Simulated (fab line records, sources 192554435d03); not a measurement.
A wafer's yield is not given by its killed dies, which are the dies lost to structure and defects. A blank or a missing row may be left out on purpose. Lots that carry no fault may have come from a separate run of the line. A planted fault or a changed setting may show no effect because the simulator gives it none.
What tool caused it? | flow n5_finfet | 30 wafers from 10 lots sampled at 4 of the route's 1938 steps

WHAT THE GAUGES READ, wafer by wafer
N5_FIN_CUT_CD_MEAS_08: target cd 29.1 nm. Usual: cd_nm at 29.15 nm, with a standard deviation of 0.2.
lot  | measured    | on        | cd_nm (nm)        | flag
L736 | day 2 08:08 | cd_sem-03 | 29.02 29.09 28.85 |
L737 | day 2 15:45 | cd_sem-01 | 29.15 29.02 29.16 |
L741 | day 3 14:51 | cd_sem-02 | 29.25 28.53 29.28 |
L743 | day 4 03:02 | cd_sem-03 | 28.98 29.15 29.06 |
L744 | day 4 09:47 | cd_sem-01 | 29.16 29.23 29.24 |
L748 | day 5 09:46 | cd_sem-01 | 29.23 29.05 29.03 |
L751 | day 6 03:02 | cd_sem-01 | 29.13 29.62 29.35 |
L752 | day 6 07:59 | cd_sem-02 | 29.16 29.11 29.08 |
L754 | day 6 21:49 | cd_sem-02 | 28.82 29.10 29.22 |
L756 | day 7 13:37 | cd_sem-03 | 29.28 29.63 29.33 |

EACH LOT AND THE TOOL THAT RAN IT (in order: tool; ch and the chambers of the sampled wafers; start)
lot  | N5_FIN_SAQP_SPACER2_ETCHBACK_29   | N5_FIN_SAQP_HM_OPEN_33            | N5_FIN_CUT_COAT_18
L736 | rie_diel-04 ch 0,1,3, day 2 07:03 | rie_diel-06 ch 1,3, day 2 07:18   | litho_track-04 ch 0, day 2 07:52
L737 | rie_diel-06 ch 0,1, day 2 14:40   | rie_diel-04 ch 0,1,3, day 2 14:55 | litho_track-03 ch 0, day 2 15:29
L741 | rie_diel-06 ch 0,3, day 3 13:43   | rie_diel-06 ch 0,1,3, day 3 13:58 | litho_track-04 ch 0, day 3 14:35
L743 | rie_diel-06 ch 0,2,3, day 4 01:58 | rie_diel-04 ch 0,2,3, day 4 02:12 | litho_track-04 ch 0, day 4 02:46
L744 | rie_diel-02 ch 0,1,2, day 4 08:42 | rie_diel-02 ch 0,2,3, day 4 08:56 | litho_track-04 ch 0, day 4 09:31
L748 | rie_diel-02 ch 0,2,3, day 5 08:28 | rie_diel-04 ch 0,3, day 5 08:49   | litho_track-04 ch 0, day 5 09:22
L751 | rie_diel-04 ch 1,2,3, day 6 01:45 | rie_diel-06 ch 0,3, day 6 02:04   | litho_track-04 ch 0, day 6 02:38
L752 | rie_diel-06 ch 0,2,3, day 6 06:47 | rie_diel-06 ch 0,2,3, day 6 07:01 | litho_track-01 ch 0, day 6 07:35
L754 | rie_diel-02 ch 2,3, day 6 20:43   | rie_diel-06 ch 0,2, day 6 20:58   | litho_track-04 ch 0, day 6 21:32
L756 | rie_diel-02 ch 0,1,2, day 7 12:23 | rie_diel-02 ch 0,1,2, day 7 12:45 | litho_track-03 ch 0, day 7 13:19
- N5_FIN_SAQP_SPACER2_ETCHBACK_29: etches SiO2 in CHF3/O2, target depth 12.2 nm, time 6.1 s.
- N5_FIN_SAQP_HM_OPEN_33: chemistry CH3F/O2, target SiNx, target depth 49.4 nm, time 70.6 s.
- N5_FIN_CUT_COAT_18: time 60 s, resist thk 230 nm.

WHAT THE TOOLS THEMSELVES READ (means of the sampled wafers that have a number; where no wafer has one, the mark that the record gives instead)
N5_FIN_SAQP_SPACER2_ETCHBACK_29. Usual: CHF3_flow_sccm 49.97 sccm, standard deviation 0.16; drypump_motor_current_A 5.5 A, standard deviation 0.5; oes_f_703_au 0.80 a.u., standard deviation 0.091; oes_product_au 0.80 a.u., standard deviation 0.098; rf_vpp_V 522 V, standard deviation 4.9; showerhead_plenum_p_Torr 2.42 Torr, standard deviation 0.062; throttle_valve_pct 18.89 %, standard deviation 0.22.
lot  | tool        | CHF3_flow_sccm (sccm) | drypump_motor_current_A (A) | oes_f_703_au (a.u.) | oes_product_au (a.u.) | rf_vpp_V (V) | showerhead_plenum_p_Torr (Torr) | throttle_valve_pct (%) | flag
L736 | rie_diel-04 | 50.01                 | 5.7                         | 0.85                | 0.86                  | 527          | 2.44                            | 18.70                  |
L737 | rie_diel-06 | 49.86                 | 5.6                         | 0.73                | 0.74                  | 522          | 2.43                            | 18.96                  |
L741 | rie_diel-06 | 50.14                 | 5.3                         | 0.75                | 0.74                  | 519          | 2.40                            | 18.93                  |
L743 | rie_diel-06 | 49.80                 | 5.6                         | 0.81                | 0.82                  | 520          | 2.39                            | 18.88                  |
L744 | rie_diel-02 | 50.04                 | 5.5                         | 0.73                | 0.72                  | 517          | 2.36                            | 19.06                  |
L748 | rie_diel-02 | 49.98                 | 5.3                         | 0.81                | 0.81                  | 522          | 2.43                            | 18.90                  |
L751 | rie_diel-04 | 49.92                 | 5.4                         | 0.83                | 0.83                  | 524          | 2.43                            | 18.82                  |
L752 | rie_diel-06 | 50.01                 | 5.6                         | 0.78                | 0.78                  | 520          | 2.39                            | 18.90                  |
L754 | rie_diel-02 | 49.91                 | 5.3                         | 0.85                | 0.84                  | 523          | 2.46                            | 18.86                  |
L756 | rie_diel-02 | 50.01                 | 5.5                         | 0.81                | 0.80                  | 517          | 2.35                            | 18.94                  |

N5_FIN_SAQP_HM_OPEN_33. Usual: drypump_motor_current_A 5.6 A, standard deviation 0.52; etch_rf_on_time_s 69.6 s, standard deviation 1.4; oes_f_703_au 0.79 a.u., standard deviation 0.088; oes_product_au 0.67 a.u., standard deviation 0.08; rf_vpp_V 296.1 V, standard deviation 2.7; showerhead_plenum_p_Torr 2.00 Torr, standard deviation 0.045; throttle_valve_pct 16.35 %, standard deviation 0.21.
lot  | tool        | drypump_motor_current_A (A) | etch_rf_on_time_s (s) | oes_f_703_au (a.u.) | oes_product_au (a.u.) | rf_vpp_V (V) | showerhead_plenum_p_Torr (Torr) | throttle_valve_pct (%) | flag
L736 | rie_diel-06 | 5.2                         | 71.2                  | 0.71                | 0.61                  | 296.9        | 2.04                            | 16.59                  |
L737 | rie_diel-04 | 5.7                         | 69.1                  | 0.84                | 0.72                  | 299.7        | 2.03                            | 16.13                  |
L741 | rie_diel-06 | 5.4                         | 69.6                  | 0.73                | 0.62                  | 295.6        | 2.01                            | 16.48                  |
L743 | rie_diel-04 | 5.6                         | 67.9                  | 0.90                | 0.77                  | 299.3        | 2.04                            | 16.04                  |
L744 | rie_diel-02 | 5.3                         | 69.9                  | 0.83                | 0.70                  | 295.4        | 2.02                            | 16.33                  |
L748 | rie_diel-04 | 6.0                         | 68.4                  | 0.85                | 0.74                  | 302.2        | 2.04                            | 15.99                  |
L751 | rie_diel-06 | 5.3                         | 69.3                  | 0.75                | 0.62                  | 295.8        | 1.98                            | 16.44                  |
L752 | rie_diel-06 | 5.6                         | 69.8                  | 0.78                | 0.67                  | 295.9        | 1.98                            | 16.35                  |
L754 | rie_diel-06 | 6.0                         | 70.3                  | 0.82                | 0.71                  | 297.1        | 1.97                            | 16.26                  |
L756 | rie_diel-02 | 5.5                         | 69.4                  | 0.80                | 0.69                  | 293.0        | 1.95                            | 16.39                  |

N5_FIN_CUT_COAT_18. Usual: heater_power_total_W 500.1 W, standard deviation 1.8; plate_temp_C 249.97 C, standard deviation 0.15; resist_line_temp_C 22.98 C, standard deviation 0.099; spin_speed_rpm 1500.2 rpm, standard deviation 1.1.
lot  | tool           | heater_power_total_W (W) | plate_temp_C (C) | resist_line_temp_C (C) | spin_speed_rpm (rpm) | flag
L736 | litho_track-04 | 498.8                    | 249.98           | 22.93                  | 1499.3               |
L737 | litho_track-03 | 500.7                    | 249.99           | 23.01                  | 1499.2               |
L741 | litho_track-04 | 499.9                    | 249.95           | 22.88                  | 1500.8               |
L743 | litho_track-04 | 499.8                    | 249.87           | 23.11                  | 1501.0               |
L744 | litho_track-04 | 500.7                    | 249.82           | 22.92                  | 1500.3               |
L748 | litho_track-04 | 498.5                    | 249.94           | 22.99                  | 1499.6               |
L751 | litho_track-04 | 484.3                    | 243.98           | 22.89                  | 1499.6               | OFF
L752 | litho_track-01 | 500.1                    | 250.05           | 23.10                  | 1500.5               |
L754 | litho_track-04 | 484.2                    | 243.96           | 22.96                  | 1500.2               | OFF
L756 | litho_track-03 | 500.0                    | 249.77           | 23.12                  | 1500.5               |

THE ANSWER, worked out from the rows above alone
Rule: take the mean of a lot's wafers that have a number; if it is more than 3 standard deviations from the usual mean, the lot is off. Also off: a lot with no number at a reading for which 4 or more lots have one. The other lots that the step has rows for count as sound. After the gauges, taken in route order, come the tools' own readings; for these a lot's mean is taken, as printed above. At the first step where some lot is off, the reading lying furthest off is the one used; lots without a number count as furthest.
Off: L751, L754, at N5_FIN_CUT_COAT_18 (plate_temp_C).
If a tool, at that step or one of the process steps before it, ran each lot that is off and ran no sound lot following the first of them, it fits. One fits: N5_FIN_CUT_COAT_18 on litho_track-04. Its last sound lot is L748 (day 5 09:22), its first lot that is off L751 (day 6 02:38): a fault that began between those two fits.
The tool's own readings at N5_FIN_CUT_COAT_18 bear it out: on the lots that are off they differ by more than 5 times the standard deviation of the sound lots' means. heater_power_total_W reads 484.2 W there against 499.8 W on the sound lots; plate_temp_C reads 243.97 C there against 249.92 C on the sound lots.

WHAT WAS PUT IN BY THE SIMULATOR
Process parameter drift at N5_FIN_CUT_COAT_18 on litho_track-04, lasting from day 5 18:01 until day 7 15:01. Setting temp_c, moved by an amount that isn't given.
Shown lots that were struck: L751, L754. The rule given above showed the same thing.
